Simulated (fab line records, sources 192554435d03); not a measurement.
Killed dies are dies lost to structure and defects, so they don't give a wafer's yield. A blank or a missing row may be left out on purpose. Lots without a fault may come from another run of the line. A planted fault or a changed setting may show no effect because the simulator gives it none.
fab line records | flow n5_finfet
record lots=4 wafers=12 last_day=17
route steps=1938 shown WELL_APT@46 PMOS_HMC_CHANNEL_EPI@57 SD_EPI_N@284 BEOL_M4@1111
lots that met no fault: from a run of the same line without faults
start_h: hours from the record's first day to the start of the lot's first wafer shown | wait_h: hours since the lot's step before | " the same as in the row above | L1.1+2: a row that stands for several wafers | - no value, or no start given | * or withheld: withheld | < > ~ a bound
route shown NAME@n: a module of which the file shows steps, and the number in the route of the first | usual: mean/standard deviation of fault-free wafers | same: alike in all rows | chamber/n: place in a boat | sites: the reading at each site | _std_site: their standard deviation | _edge_site: outer sites' mean less inner sites' | radius_mm: how far each site lies from the wafer's centre | mask NAME#n: copy n | behind: the tool/chamber that last shaped the wafer | hold: why the lot was held/for how many hours/how that ended | device: the transistor (n, p or np) that didn't switch | end of line: the same wafers' tests at the end of the route | a step without rows: its recipe alone | killed: dies lost to structure and defects at the first sort, not the wafer's yield | map: a wafer's dies, x killed, . not, _ none there
set.NAME: the setting as run; set.NAME@STEP: as run at that earlier step | model.NAME: the simulator's own value behind a step, which no gauge read
lots at some steps of the route; a table a step, a row a wafer
services: from which hour (start_h, from the record's first day; less than 0 if before it) a tool's chamber was out of use, for how many hours, and why
## steps
# step N5_WELL_APT_DESCUM_30
# recipe chemistry=O2 time_s=7.9 source_power_w=50 bias_power_w=20 pressure_mtorr=20 rf_frequency_hz=2.712e+07 temp_c=40 o2_flow_sccm=225
# step N5_WELL_APT_IMPLANT_31
# recipe species=B energy_kev=60 dose_cm2=1.5e+13 tilt_deg=0 rotation_deg=0
# step N5_WELL_APT_IMPLANT_32
# recipe species=BF2 energy_kev=50 dose_cm2=2e+13 tilt_deg=0 rotation_deg=0
# step N5_WELL_APT_STRIP_33
# recipe chemistry=SPM time_s=900 temp_c=130 h2so4_h2o2_vol_ratio=4 dry=ipa_marangoni
# step N5_WELL_APT_RTA_34
# recipe temp_c=1000 time_s=10 ambient=N2 idle_temp_c=600 ramp_up_c_per_s=150 ramp_down_c_per_s=60 cool_to_c=600
# step N5_WELL_APT_OXIDE_STRIP_42
# recipe chemistry=dHF dilution=25:1 time_s=45 temp_c=25 target=SiO2 target_depth_a=120
# step N5_WELL_APT_PRECLEAN_36
# recipe chemistry=O3/DIW time_s=45 temp_c=22 o3_ppm=10
# step N5_WELL_APT_PRECLEAN_39
# recipe chemistry=dHF time_s=60 dilution=150:1 temp_c=25
# step N5_WELL_APT_SRD_37
# recipe dry=ipa_marangoni do_ppb=5 time_s=30 temp_c=23 rinse_liquid=diw
# step N5_WELL_APT_EPI_41
# recipe material=Si target_thk_a=500 temp_c=650 precursor=SiH4/H2 pressure_torr=20 time_s=297.7
# usual run_length_s=358/3 throttle_valve_pct=11.6/0.45
# columns lot.wafer tool chamber start_h wait_h run_length_s throttle_valve_pct model.Si_of_WELL_APT_EPI_41.thk_nm
L431.2 epi_rpcvd-04 0 34.41 0.1 357 11.5 50.02
L431.4 " 0 " " 356 11.8 50.31
L431.5 " 0 " " 357 11.5 50.23
L439.1 epi_rpcvd-04 0 82.13 0.0 357 11.8 51.16
L439.2 " 0 " " 356 11.4 50.82
L439.6 " 0 " " 305 11.5 42.38
L445.1 epi_rpcvd-04 0 118.12 0.0 358 11.4 50.36
L445.3 " 0 " " 305 11.7 41.89
L445.5 " 0 " " 305 11.6 41.91
L450.1 epi_rpcvd-02 0 148.10 0.0 356 11.0 50.68
L450.4 " 0 " " 356 10.9 49.99
L450.6 " 0 " " 356 11.1 49.89
# step N5_PMOS_HMC_CHANNEL_EPI_HM_DEP_34
# recipe material=SiO2 target_thk_a=360 temp_c=400 precursor=TEOS/O2 pressure_torr=6.5 rf_w=900 teos_flow_sccm=161.4 gas=O2 flow_sccm=2650 time_s=6.9
# step N5_PMOS_HMC_CHANNEL_EPI_COAT_31
# recipe resist=BARC temp_c=205 time_s=60 spin_rpm=1500 resist_thk_nm=66
# step N5_PMOS_HMC_CHANNEL_EPI_COAT_03
# recipe resist=CAR-ArF-block spin_rpm=1500 resist_thk_nm=205
# step N5_PMOS_HMC_CHANNEL_EPI_EBR_05
# recipe solvent=PGMEA ebr_width_mm=1.5
# step N5_PMOS_HMC_CHANNEL_EPI_SOFTBAKE_04
# recipe temp_c=110 time_s=60 resist=CAR-ArF-block
# step N5_PMOS_HMC_CHANNEL_EPI_EXPOSE_06
# recipe mask_id=PMOS_HMC_BLK na=1.35 source_shape=conventional sigma_outer=0.8 polarization=unpolarized target_cd_nm=240 dose_mj=41
# step N5_PMOS_HMC_CHANNEL_EPI_PEB_07
# recipe peb_temp_c=110 peb_time_s=60 resist=CAR-ArF-block
# step N5_PMOS_HMC_CHANNEL_EPI_DEVELOP_08
# recipe develop_time_s=30 developer=TMAH resist=CAR-ArF-block dev_temp_c=23 rinse_liquid=diw dry=air_spin
# step N5_PMOS_HMC_CHANNEL_EPI_DESCUM_14
# recipe chemistry=O2 time_s=7.9 source_power_w=50 bias_power_w=20 pressure_mtorr=20 rf_frequency_hz=2.712e+07 temp_c=40 resist=CAR-ArF-block o2_flow_sccm=225
# step N5_PMOS_HMC_CHANNEL_EPI_ETCH_32
# recipe chemistry=N2/H2 target=BARC stop_on=SiO2 target_depth_a=858 over_etch_frac=0.3 time_s=50.3 ion_energy_ev=200 mask_material=CAR-ArF-block pressure_mtorr=30 source_w=840 bias_w=150 n2_flow_sccm=200 h2_flow_sccm=200
# step N5_PMOS_HMC_CHANNEL_EPI_HM_OPEN_15
# recipe chemistry=CHF3/O2 target=SiO2 mask_material=CAR-ArF-block target_depth_a=406 CHF3_flow_sccm=50 O2_flow_sccm=5 Ar_flow_sccm=200 time_s=20.3 pressure_mtorr=30 source_w=650 bias_w=170 ion_energy_ev=200
# step N5_PMOS_HMC_CHANNEL_EPI_STRIP_33
# recipe chemistry=N2/H2 power_w=500 temp_c=40 pressure_mtorr=50 rf_frequency_hz=6e+07 overash_fraction=0.3 bias_power_w=8 h2_frac=0.5 n2_flow_sccm=300 h2_flow_sccm=300
# step N5_PMOS_HMC_CHANNEL_EPI_STRIP_17
# recipe chemistry=SPM time_s=750 temp_c=130 h2so4_h2o2_vol_ratio=4 dry=ipa_marangoni
# step N5_PMOS_HMC_CHANNEL_EPI_ETCH_38
# recipe chemistry=CF4 target=SiO2 target_depth_a=15 ion_energy_ev=350 pressure_mtorr=10 icp_w=800 bias_w=400 cf4_flow_sccm=80
# step N5_PMOS_HMC_CHANNEL_EPI_FIN_RECESS_16
# recipe chemistry=HBr/Cl2 target=Si mask_material=SiO2 target_depth_a=540 time_s=18 pressure_mtorr=10 icp_w=800 bias_w=75 HBr_flow_sccm=150 Cl2_flow_sccm=80
# step N5_PMOS_HMC_CHANNEL_EPI_PRECLEAN_36
# recipe chemistry=O3/DIW time_s=45 temp_c=22 o3_ppm=10
# step N5_PMOS_HMC_CHANNEL_EPI_PRECLEAN_18
# recipe chemistry=DHF time_s=30 temp_c=25 dilution=withheld
# step N5_PMOS_HMC_CHANNEL_EPI_SRD_19
# recipe dry=ipa_marangoni do_ppb=5 time_s=30 temp_c=23 rinse_liquid=diw
# step N5_PMOS_HMC_CHANNEL_EPI_EPI_20
# recipe material=SiGe30 mask_material=SiO2 pressure_torr=20 target_thk_a=590 temp_c=600
# step N5_PMOS_HMC_CHANNEL_EPI_HM_STRIP_35
# recipe chemistry=dHF temp_c=25 material=SiO2 target=SiO2 target_depth_a=396 time_s=216
# step N5_PMOS_HMC_CHANNEL_EPI_SRD_39
# recipe dry=ipa_marangoni time_s=30 temp_c=23 rinse_liquid=diw
# step N5_PMOS_HMC_CHANNEL_EPI_CMP_21
# recipe material=SiGe30 post_cmp_clean=alkaline_brush target_thk_nm=54
# step N5_PMOS_HMC_CHANNEL_EPI_PRECLEAN_40
# recipe chemistry=DHF time_s=30 temp_c=25 dilution=withheld
# step N5_PMOS_HMC_CHANNEL_EPI_PRECLEAN_37
# recipe chemistry=O3/DIW time_s=45 temp_c=22 o3_ppm=10
# step N5_SD_EPI_N_STRIP_18
# recipe chemistry=SPM time_s=750 temp_c=130 h2so4_h2o2_vol_ratio=4
# columns lot.wafer tool chamber start_h wait_h model.Si_of_WELL_APT_EPI_41.thk_nm
L431.2 wet_bench-01 5 66.71 0.0 9.4
L431.4 " 6 " " 9
L431.5 " 4 " " 9.6
L439.1 wet_bench-01 2 120.09 0.0 10
L439.2 " 0 " " 9
L439.6 " 7 " " 4.4
L445.1 wet_bench-01 0 151.90 0.0 8
L445.3+5 " 4,1 " " 4.6
L450.1 wet_bench-01 5 180.79 0.0 9.6
L450.4+6 " 7,4 " " 7.6
# step N5_BEOL_M4_RC_MEAS_101
# usual CJ_N=4.30/0.078 CJ_P=5.83/0.2 DIBL_N=36.5/2 DIBL_P=36.5/2.3 IOFF_N=0.16/0.036 IOFF_P=0.21/0.037 ION_N=672/12 ION_P=459/7.1 RS_PWELL=3010/21 SS_N=71.6/0.73 SS_P=73.4/0.76 VT_N=250/3.3 VT_P=-250.5/2.9
# columns lot.wafer tool chamber start_h wait_h CJ_N CJ_P DIBL_N[mV/V] DIBL_P[mV/V] IOFF_N[nA/um] IOFF_P[nA/um] ION_N[uA/um] ION_P[uA/um] RS_PWELL[ohm/sq] SS_N[mV/dec] SS_P[mV/dec] VT_N[mV] VT_P[mV]
L431.2 prober-02 0 189.71 0.2 4.15 6.06 34.5 35.7 0.14 0.19 671 462 3064 71.2 72.8 248 -252.2
L431.4 " 0 " " 4.21 5.80 37.3 37.8 0.19 0.23 679 462 3014 71.5 73.9 247 -248.4
L431.5 " 0 " " 4.21 5.62 36.9 37.8 0.18 0.22 683 468 3000 71.5 74.7 247 -248.9
L439.1 prober-02 0 260.12 0.0 4.15 5.78 35.7 36.0 0.14 0.21 675 461 3025 70.8 73.1 252 -249.6
L439.2 " 0 " " 4.24 6.02 35.5 34.8 0.14 0.19 663 462 3009 70.7 73.2 252 -251.4
L439.6 " 0 " " 4.96 5.22 35.3 36.0 0.13 0.21 652 465 3103 70.8 72.3 252 -248.1
L445.1 prober-01 0 280.17 0.0 4.31 5.88 36.2 34.6 0.16 0.19 672 456 2975 71.8 74.1 247 -253.7
L445.3 " 0 " " 4.92 4.92 34.2 32.7 0.11 0.16 647 455 3123 71.1 72.3 257 -256.4
L445.5 " 0 " " 4.90 4.74 34.7 33.6 0.12 0.18 654 460 3119 70.7 72.3 251 -251.6
L450.1 prober-01 0 309.25 0.0 4.29 5.88 37.3 40.0 0.21 0.28 689 471 3008 71.6 74.9 245 -244.4
L450.4 " 0 " " 4.49 5.92 38.8 39.3 0.26 0.27 668 460 3056 73.0 74.5 246 -246.3
L450.6 " 0 " " 4.43 5.61 36.9 38.2 0.20 0.26 683 466 3016 71.9 73.5 247 -247.0
## services
# columns tool chamber start_h hours kind
wet_bench-01 - 77.06 1.2 repair
epi_rpcvd-02 - 138.02 8.1 pm
## key
first_sign step=N5_WELL_APT_EPI_41 reading=run_length_s direction=down sigmas=18 usual=* struck=*
effect step=N5_BEOL_M4_RC_MEAS_101 reading=CJ_N direction=up sigmas=8 usual=4.30 struck=4.93
effect step=N5_BEOL_M4_RC_MEAS_101 reading=RS_PWELL direction=up sigmas=5 usual=3010 struck=3115
effect step=N5_BEOL_M4_RC_MEAS_101 reading=CJ_P direction=down sigmas=4.3 usual=5.83 struck=4.96
model_effect step=N5_WELL_APT_EPI_41 value=Si_of_WELL_APT_EPI_41.thk_nm without=50.94 struck=42.06
model_effect step=N5_SD_EPI_N_STRIP_18 value=Si_of_WELL_APT_EPI_41.thk_nm without=9.267 struck=4.533
met_at N5_WELL_APT_EPI_41
struck_wafers L439.6,L445.3,L445.5
onset_between 34.41 82.13
fault kind=process_parameter_drift tool=epi_rpcvd-04 chamber=- onset_h=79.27 steps=N5_WELL_APT_EPI_41 channel=time_s offset=* shape=step end_h=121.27 scope=struck_wafers_only acts_in=* stated=*
